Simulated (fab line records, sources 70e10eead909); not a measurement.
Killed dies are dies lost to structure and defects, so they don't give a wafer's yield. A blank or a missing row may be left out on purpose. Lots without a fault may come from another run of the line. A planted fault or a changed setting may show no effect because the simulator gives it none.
A struck lot beside a sound one | flow nand_harc | 25 steps out of a route of 1302
Sound: wafers L819.2, L819.3, L819.4. Struck: wafers L832.1, L832.2, L832.5. The cause comes at the end.
At each step with rows: each side's tool, then ch and its chambers, then its first start. Under that, the readings that differ: sound wafers | struck wafers | difference of the means | sigmas: that difference in standard deviations of wafers without a fault.
alike: readings whose means differ by less than 2 such deviations, and words and numbers that are the same on both sides. not compared: withheld readings, readings that some wafer has no value for, bounds like >300 that may hide the same value, and numbers for which the record gives no deviation and whose values overlap.
The two part at a step that has a row with sigmas, a row that says differs or no value, or rows on one side only. Numbers that don't overlap but have no deviation are shown without sigmas and don't part them. A reading that every wafer of one side lacks parts them only if that side has two wafers or more.

first, 5 steps without rows for these wafers: NHARC_A_SLIT_SOFTBAKE_04 (time 55 s); NHARC_A_SLIT_EBR_05; NHARC_A_SLIT_EXPOSE_06 (exposes mask SLIT); NHARC_A_SLIT_PEB_07 (peb time 65 s); NHARC_A_SLIT_DEVELOP_08 (develop time 35 s).
NHARC_A_SLIT_CD_MEAS_09: target cd 300 nm.
  sound on cd_sem-02 ch 0, day 19 21:51; struck on cd_sem-01 ch 0, day 25 07:42
  alike: cd_nm
NHARC_A_SLIT_OVL_MEAS_10:
  sound on overlay-02, day 19 21:56; struck on overlay-01, day 25 07:47
  alike: overlay_x_nm, overlay_y_nm
NHARC_A_SLIT_INSPECT_11:
  sound on defect_inspect-02, day 19 21:58; struck on defect_inspect-01, day 25 07:50
  reading          | sound       | struck   | difference | sigmas
  raw_defect_count | 116 127 116 | 46 61 70 | -61        | -2
NHARC_A_SLIT_DESCUM_14: chemistry O2, time 3 s.
  sound on rie_diel-13 ch 0,1,2, day 19 22:02; struck on rie_diel-07 ch 1,2,3, day 25 07:54
  alike: drypump_motor_current_A, oes_product_au, rf_vpp_V, showerhead_plenum_p_Torr, throttle_valve_pct
  not compared: rf_hours_counter_h
then, 1 step without rows for these wafers: NHARC_A_SLIT_ETCH_24 (etches the open film in CF4/CHF3, target depth 121 nm, time 60.5 s).
NHARC_A_SLIT_ETCH_15: etches the open film in O2/COS, target depth 6200 nm, time 1612 s.
  sound on rie_diel-13 ch 1,2; struck on rie_diel-07 ch 1,2
  alike: bias_w, drypump_motor_current_A, oes_product_au, rf_vpp_V, showerhead_plenum_p_Torr, throttle_valve_pct
  not compared: rf_hours_counter_h
NHARC_A_SLIT_ETCH_17: etches the open film in C4F8/O2/Ar, time 4254.5 s, target depth 20300 nm.
  sound on har_etch-02 ch 0,1, day 20 01:30; struck on har_etch-02 ch 0,1, day 25 09:24
  alike: drypump_motor_current_A, he_backside_leak_sccm, showerhead_plenum_p_Torr, throttle_valve_pct
  not compared: rf_hours_counter_h
NHARC_A_SLIT_ETCH_26: etches the open film in C4F8/O2/Ar, time 90 s, target depth 400 nm.
  sound on har_etch-02 ch 0,1, day 20 05:09; struck on har_etch-02 ch 0,1, day 25 13:03
  alike: drypump_motor_current_A, he_backside_leak_sccm, showerhead_plenum_p_Torr, throttle_valve_pct
  not compared: rf_hours_counter_h
then, 1 step without rows for these wafers: NHARC_A_SLIT_STRIP_28 (strips in O2/COS).
NHARC_A_SLIT_ETCH_29: etches the open film in CF4/O2, target depth 100 nm, overetch 10 nm, time 55 s.
  sound on rie_diel-01 ch 0,1,3, day 20 06:02; struck on rie_diel-13 ch 1,2, day 25 13:56
  alike: bias_w, drypump_motor_current_A, oes_product_au, rf_vpp_V, showerhead_plenum_p_Torr, throttle_valve_pct
  not compared: rf_hours_counter_h
then, 3 steps without rows for these wafers: NHARC_A_SLIT_STRIP_18 (strips in O2); NHARC_A_SLIT_PRECLEAN_19 (cleans in SC1); NHARC_A_SLIT_SRD_20.
NHARC_A_SLIT_CD_MEAS_21:
  sound on cd_sem-01, day 20 06:35; struck on cd_sem-02, day 25 14:28
  alike: cd_nm
then, 3 steps without rows for these wafers: NHARC_A_SIN_REMOVE_WET_00 (chemistry H3PO4, time 15300 s); NHARC_A_SIN_REMOVE_PRECLEAN_01 (cleans in SC1); NHARC_A_SIN_REMOVE_SRD_02.
NHARC_A_SIN_REMOVE_INSPECT_04:
  sound on defect_inspect-01, day 20 13:10; struck on defect_inspect-02, day 25 20:32
  reading          | sound       | struck         | difference | sigmas
  raw_defect_count | 393 356 312 | 1034 1278 1174 | +808       | +10
NHARC_A_WL_FILL_ALD_00: deposits Al2O3, target thk 3 nm, pulse time 3 s, ald cycles 30.
  sound on ald_hk-04 ch 0,1,3, day 20 13:14; struck on ald_hk-02 ch 0,1,3, day 25 20:37
  alike: heater_power_w, precursor_pulse_height_rel
-- the record jumps here: 4 days lie between the struck wafers' starts before and after (it left off in module A_WL_FILL and takes up again in module END, whose first step shown is number 1302 of the route) --
NHARC_END_SORT_01:
  the record has rows for the struck wafers here (prober-01 ch 0, day 29 21:38) and none for the sound ones

WHERE THEY PART
First at NHARC_A_SLIT_INSPECT_11; last, within this record, at NHARC_END_SORT_01.

WHY: what the simulator had put in
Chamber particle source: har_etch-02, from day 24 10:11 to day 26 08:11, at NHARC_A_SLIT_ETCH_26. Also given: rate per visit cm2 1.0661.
